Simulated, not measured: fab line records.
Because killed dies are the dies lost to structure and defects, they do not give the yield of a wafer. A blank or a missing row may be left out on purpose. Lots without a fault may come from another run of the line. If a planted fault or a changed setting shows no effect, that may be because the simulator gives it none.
Split-lot trial -- flow n5Finfet -- 21 wafers read across 7 lots, on a route 1938 steps long

## THE SPLIT ITSELF
At N5_SDB_COAT_04 (time 60 s, resist thk 18 nm), the setting spinRpm was moved away from the recipe's 1500 rpm on 7 of the 21 wafers read, by -8.7% to -3.9%. The other wafers ran this setting at the recipe's value.

## FROM THE SPLIT TO THE READING: what the file shows between them, 3 steps
- N5_SDB_COAT_05: resist thk 90 nm
- N5_SDB_EBR_07
- N5_SDB_DESCUM_16: chemistry O2, time 7.9 s

## THE READING
etch.depthNm (the simulator's own value, which no gauge read), in nm, at N5_SDB_ETCH_17 (etches SiARC in CF4, target depth 23.4 nm, time 39 s). No usual value for it is given in the file. Across the 14 wafers here that went through the recipe, the average is 17.98 nm and the standard deviation 0.06 nm.

wafer,"tool, chamber at the split","spinRpm as run, rpm",against the recipe,"etch.depthNm, nm",against lot-mates on the recipe
L086.3,"lithoTrack-04, 0",1369,-8.7%,18.8,+0.89
L086.4,"lithoTrack-04, 0",1500,recipe,17.91,-
L086.6,"lithoTrack-04, 0",1369,-8.7%,18.79,+0.88
L087.1,"lithoTrack-02, 0",1419,-5.4%,18.4,no lot-mate on the recipe
L087.3,"lithoTrack-02, 0",1419,-5.4%,18.41,no lot-mate on the recipe
L087.6,"lithoTrack-02, 0",1419,-5.4%,18.41,no lot-mate on the recipe
L088.3,"lithoTrack-02, 0",1500,recipe,17.92,-
L088.4,"lithoTrack-02, 0",1500,recipe,17.92,-
L088.5,"lithoTrack-02, 0",1500,recipe,17.89,-
L090.1,"lithoTrack-04, 0",1500,recipe,17.96,-
L090.5,"lithoTrack-04, 0",1441,-3.9%,18.36,+0.41
L090.6,"lithoTrack-04, 0",1500,recipe,17.94,-
L093.2,"lithoTrack-01, 0",1500,recipe,17.98,-
L093.4,"lithoTrack-01, 0",1435,-4.3%,18.39,+0.43
L093.5,"lithoTrack-01, 0",1500,recipe,17.95,-
L096.1,"lithoTrack-01, 0",1500,recipe,18.03,-
L096.2,"lithoTrack-01, 0",1500,recipe,18.08,-
L096.6,"lithoTrack-01, 0",1500,recipe,18.06,-
L097.4,"lithoTrack-02, 0",1500,recipe,18.06,-
L097.5,"lithoTrack-02, 0",1500,recipe,18,-
L097.6,"lithoTrack-02, 0",1500,recipe,18.01,-

FIT RESULTS
A straight line over all 21 wafers: etch.depthNm changes by -0.0895 nm for each +1% of spinRpm; r = -0.98; the points scatter about the line by 0.057 nm.
The same after taking each lot's own level away (the mean of its wafers on the recipe; 18 wafers): -0.101 nm for each +1%; r = -1.00; scatter 0.018 nm.
Per that fit: largest spinRpm move, reading shift of 0.88 nm.
The span of the lots' own levels, 17.910 to 18.057 nm, comes to 2.5 times the standard deviation stated above.
So the slope is not independent of the lot-to-lot level: the two fits are not the same.
Check: +0.88 nm against its lot-mates is what the line predicts for one of the wafers moved furthest among these (-8.7%) when that wafer is left out of the fit. Against them it came out at +0.89 nm.

## THESE WAFERS: OTHER SPLITS
These wafers also went through other splits before the reading. Each is held against what the fit with the lots' levels taken away leaves over:
other split on the same wafers,wafers away from the commonest value,r with etch.depthNm (lot level and that fit taken away)
N5_SD_EPI_N_DESCUM_14 timeS,9,+0.01

## THE WHOLE CHAIN: every reading that the file lists as answering this split, in the file's order
step,what it does,reading,change (the file's fit),r (the file's)
N5_SDB_COAT_04,"time 60 s, resist thk 18 nm","SiARC_of_SDB_COAT_04.thkNm (the simulator's own value, which no gauge read)",-0.0931 nm for each +1% of the setting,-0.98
N5_SDB_ETCH_17,"etches SiARC in CF4, target depth 23.4 nm, time 39 s","etch.depthNm (the simulator's own value, which no gauge read)",-0.101 nm for each +1% of the setting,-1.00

## THE FILE'S OWN FIT
etch.depthNm changes by -0.101 nm for each +1% of spinRpm, r = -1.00.
